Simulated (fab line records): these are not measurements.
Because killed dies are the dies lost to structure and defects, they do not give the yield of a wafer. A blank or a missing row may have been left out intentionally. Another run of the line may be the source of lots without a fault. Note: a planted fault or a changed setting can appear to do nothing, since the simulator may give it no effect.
Chamber matching + flow n5_finfet + N5_BEOL_M12_DESCUM_33 on rie_diel-05 has 4 sister chambers
The step chemistry O2, time 7.9 s. 4 wafers are shown with their chamber, then 9 later ones without.

## WAFERS WITH THEIR CHAMBER
| wafer  | chamber | showerhead_plenum_p_Torr (Torr) |
|--------|---------|---------------------------------|
| L082.5 | 2       | 2.21                            |
| L090.3 | 0       | 1.97                            |
| L090.4 | 3       | 2.14                            |
| L090.6 | 1       | 2.14                            |

## WAFERS WITH NO CHAMBER GIVEN
| wafer  | showerhead_plenum_p_Torr (Torr) |
|--------|---------------------------------|
| L092.4 | 2.13                            |
| L092.5 | 2.13                            |
| L092.6 | 1.97                            |
| L094.2 | 2.14                            |
| L094.3 | 2.20                            |
| L094.6 | 2.13                            |
| L097.1 | 2.13                            |
| L097.2 | 2.13                            |
| L097.3 | 1.97                            |

## THE CHAMBER EACH PASSED THROUGH
| wafer  | from the rows above     | in truth |
|--------|-------------------------|----------|
| L092.4 | can't be placed: 1 or 3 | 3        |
| L092.5 | can't be placed: 1 or 3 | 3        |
| L092.6 | 0                       | 0        |
| L094.2 | can't be placed: 1 or 3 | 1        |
| L094.3 | 2                       | 2        |
| L094.6 | can't be placed: 1 or 3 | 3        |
| L097.1 | can't be placed: 1 or 3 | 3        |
| L097.2 | can't be placed: 1 or 3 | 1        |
| L097.3 | 0                       | 0        |
Placed correctly: 3 of 9. From these rows, 6 cannot be placed; in 6 the true chamber is one of the candidates. Placed wrongly: 0.
How it was worked out, from the rows above alone: a wafer's distance from a chamber is the root of the sum, over the readings, of the square of ((its reading less the chamber's mean) divided by the reading's scatter). The wafer belongs to the nearest chamber; if the next one is less than 2 further off, it can't be placed. A chamber's mean is the mean of its shown wafers. The scatter: with one shown wafer a chamber, the root of the mean of the squares of how far each hidden wafer lies from its nearest shown one.
